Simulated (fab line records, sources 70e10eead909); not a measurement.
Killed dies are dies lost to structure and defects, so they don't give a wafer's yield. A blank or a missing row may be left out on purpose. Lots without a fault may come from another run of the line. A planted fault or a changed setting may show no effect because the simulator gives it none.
Which tool did it? | flow nand_harc | 10 lots, 30 wafers sampled, at 2 steps of a route of 1302

WHAT THE GAUGES READ, wafer by wafer
NHARC_A_CHANNEL_HOLE_D1_CD_MEAS_10: target cd 100 nm.
lot  | measured     | on        | cd_nm (nm)
L683 | day 8 14:38  | cd_sem-01 | 100.2 100.3 100.3
L684 | day 9 03:44  | cd_sem-03 | 98.7 100.0 98.9
L685 | day 9 20:05  | cd_sem-02 | 99.8 99.6 100.0
L689 | day 11 22:51 | cd_sem-03 | 106.3 106.2 100.3
L693 | day 13 02:19 | cd_sem-02 | 106.0 106.4 106.1
L699 | day 15 16:56 | cd_sem-01 | 99.7 99.5 99.6
L700 | day 16 04:08 | cd_sem-02 | 100.0 98.6 99.8
L701 | day 16 21:39 | cd_sem-02 | 99.7 99.8 99.1
L705 | day 18 00:32 | cd_sem-03 | 100.5 100.4 100.6
L704 | day 18 00:49 | cd_sem-02 | 100.1 99.8 99.4

WHICH TOOL RAN EACH LOT (tool, then ch and the chambers of the sampled wafers, then the start)
lot  | NHARC_A_CHANNEL_HOLE_D1_PEB_08
L683 | litho_track-04 ch 0, day 8 14:33
L684 | litho_track-06 ch 0, day 9 03:40
L685 | litho_track-01 ch 0, day 9 20:00
L689 | litho_track-04 ch 0, day 11 22:46
L693 | litho_track-04 ch 0, day 13 02:14
L699 | litho_track-04 ch 0, day 15 16:51
L700 | litho_track-01 ch 0, day 16 04:04
L701 | litho_track-01 ch 0, day 16 21:34
L705 | litho_track-04 ch 0, day 18 00:28
L704 | litho_track-06 ch 0, day 18 00:44
- NHARC_A_CHANNEL_HOLE_D1_PEB_08: peb time 65 s.

THE ANSWER, worked out from the rows above alone
Rule: what is usual is taken from the lots themselves. Put in order of their means at a reading, lots are off if they are a third of the lots or fewer, leave a main group of 4 or more, and stand apart from it by a gap of 3 or more times the standard deviation of the main group's means; of several such gaps the widest counts. A main group whose means are all the same, to the digits that the tables above print for the reading, isn't used. A lot without any number at a reading at which 4 lots or more have one is off too. The other lots that the step has rows for count as sound.
Off: L689, L693, at NHARC_A_CHANNEL_HOLE_D1_CD_MEAS_10 (cd_nm). The main group: mean 99.8 nm, standard deviation 0.4.
A tool fits if, at a process step before that reading, it ran every lot that is off, and no sound lot after the first of them. The gauges at NHARC_A_CHANNEL_HOLE_D1_CD_MEAS_10 are tried like those tools. None of those tried fits.

WHAT THE SIMULATOR HAD PUT IN
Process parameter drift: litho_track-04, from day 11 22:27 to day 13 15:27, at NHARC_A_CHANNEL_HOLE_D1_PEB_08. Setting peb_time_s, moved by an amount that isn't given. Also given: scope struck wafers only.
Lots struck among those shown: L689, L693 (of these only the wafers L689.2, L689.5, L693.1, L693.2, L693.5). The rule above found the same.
